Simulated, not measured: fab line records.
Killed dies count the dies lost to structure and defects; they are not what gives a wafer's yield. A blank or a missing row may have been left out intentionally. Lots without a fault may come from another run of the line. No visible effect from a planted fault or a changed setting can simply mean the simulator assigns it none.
Split-lot study :: flow n5-finfet :: 21 wafers read from 7 lots, route of 1938 steps

== ABOUT THE SPLIT ==
At N5_BEOL_M5_ETCH_72 (etches underlayer in N2/H2, target depth 6.5 nm, time 5.2 s), the setting bias-w was moved away from the recipe's 150 W on 7 of the 21 wafers read, by -15.1% to +10.3%. The other wafers ran this setting at the recipe's value.

The reading is taken at the split's own step.

== THE READING ==
rf-vpp-V, in V, at N5_BEOL_M5_ETCH_72 (etches underlayer in N2/H2, target depth 6.5 nm, time 5.2 s). On this fab line, fault-free wafers typically give 525 V with a standard deviation of 3.2 V.

wafer: L074.2
tool, chamber at the split: rie-diel-05, 0
bias-w as run, W: 150
against the recipe: recipe
rf-vpp-V, V: 520
against lot-mates on the recipe: -

wafer: L074.5
tool, chamber at the split: rie-diel-05, 0
bias-w as run, W: 150
against the recipe: recipe
rf-vpp-V, V: 521
against lot-mates on the recipe: -

wafer: L074.6
tool, chamber at the split: rie-diel-05, 1
bias-w as run, W: 150
against the recipe: recipe
rf-vpp-V, V: 522
against lot-mates on the recipe: -

wafer: L077.1
tool, chamber at the split: rie-diel-04, 3
bias-w as run, W: 127.3
against the recipe: -15.1%
rf-vpp-V, V: 471
against lot-mates on the recipe: -57

wafer: L077.4
tool, chamber at the split: rie-diel-04, 2
bias-w as run, W: 127.3
against the recipe: -15.1%
rf-vpp-V, V: 474
against lot-mates on the recipe: -54

wafer: L077.5
tool, chamber at the split: rie-diel-04, 2
bias-w as run, W: 150
against the recipe: recipe
rf-vpp-V, V: 528
against lot-mates on the recipe: -

wafer: L080.2
tool, chamber at the split: rie-diel-04, 3
bias-w as run, W: 150
against the recipe: recipe
rf-vpp-V, V: 522
against lot-mates on the recipe: -

wafer: L080.5
tool, chamber at the split: rie-diel-04, 1
bias-w as run, W: 150
against the recipe: recipe
rf-vpp-V, V: 524
against lot-mates on the recipe: -

wafer: L080.6
tool, chamber at the split: rie-diel-04, 2
bias-w as run, W: 150
against the recipe: recipe
rf-vpp-V, V: 526
against lot-mates on the recipe: -

wafer: L085.1
tool, chamber at the split: rie-diel-02, 1
bias-w as run, W: 165.4
against the recipe: +10.3%
rf-vpp-V, V: 557
against lot-mates on the recipe: +32

wafer: L085.4
tool, chamber at the split: rie-diel-02, 3
bias-w as run, W: 150
against the recipe: recipe
rf-vpp-V, V: 523
against lot-mates on the recipe: -

wafer: L085.5
tool, chamber at the split: rie-diel-02, 2
bias-w as run, W: 150
against the recipe: recipe
rf-vpp-V, V: 528
against lot-mates on the recipe: -

wafer: L087.2
tool, chamber at the split: rie-diel-02, 2
bias-w as run, W: 132
against the recipe: -12.0%
rf-vpp-V, V: 486
against lot-mates on the recipe: -36

wafer: L087.3
tool, chamber at the split: rie-diel-02, 3
bias-w as run, W: 150
against the recipe: recipe
rf-vpp-V, V: 522
against lot-mates on the recipe: -

wafer: L087.6
tool, chamber at the split: rie-diel-02, 0
bias-w as run, W: 132
against the recipe: -12.0%
rf-vpp-V, V: 482
against lot-mates on the recipe: -40

wafer: L091.1
tool, chamber at the split: rie-diel-04, 2
bias-w as run, W: 164.3
against the recipe: +9.5%
rf-vpp-V, V: 561
against lot-mates on the recipe: +32

wafer: L091.3
tool, chamber at the split: rie-diel-04, 0
bias-w as run, W: 164.3
against the recipe: +9.5%
rf-vpp-V, V: 560
against lot-mates on the recipe: +31

wafer: L091.6
tool, chamber at the split: rie-diel-04, 2
bias-w as run, W: 150
against the recipe: recipe
rf-vpp-V, V: 529
against lot-mates on the recipe: -

wafer: L095.1
tool, chamber at the split: rie-diel-04, 1
bias-w as run, W: 150
against the recipe: recipe
rf-vpp-V, V: 524
against lot-mates on the recipe: -

wafer: L095.4
tool, chamber at the split: rie-diel-04, 0
bias-w as run, W: 150
against the recipe: recipe
rf-vpp-V, V: 528
against lot-mates on the recipe: -

wafer: L095.5
tool, chamber at the split: rie-diel-04, 2
bias-w as run, W: 150
against the recipe: recipe
rf-vpp-V, V: 529
against lot-mates on the recipe: -

THE FIT
A straight line over all 21 wafers: rf-vpp-V changes by +3.46 V for each +1% of bias-w; r = +0.99; the points scatter about the line by 3 V.
The same after taking each lot's own level away (the mean of its wafers on the recipe; 21 wafers): +3.39 V for each +1%; r = +1.00; scatter 2.4 V.
The reading moves by 51 V for the largest change in bias-w, on that fit.
From 521.0 to 529.0 V: that is the span of the lots' own levels, equal to 2.5 times the standard deviation above.
The two slopes agree, so the slope changes little with the lot-to-lot level.
Check: -50.1 V against its lot-mates is what the line predicts for one of the wafers moved furthest among these (-15.1%) when that wafer is left out of the fit. Against them it came out at -57 V.
Tool readings at the split's step, against how far the setting was moved: rf-vpp-V r = +0.99.

== FILE'S OWN FIT ==
rf-vpp-V changes by +3.35 V for each +1% of bias-w, r = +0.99.
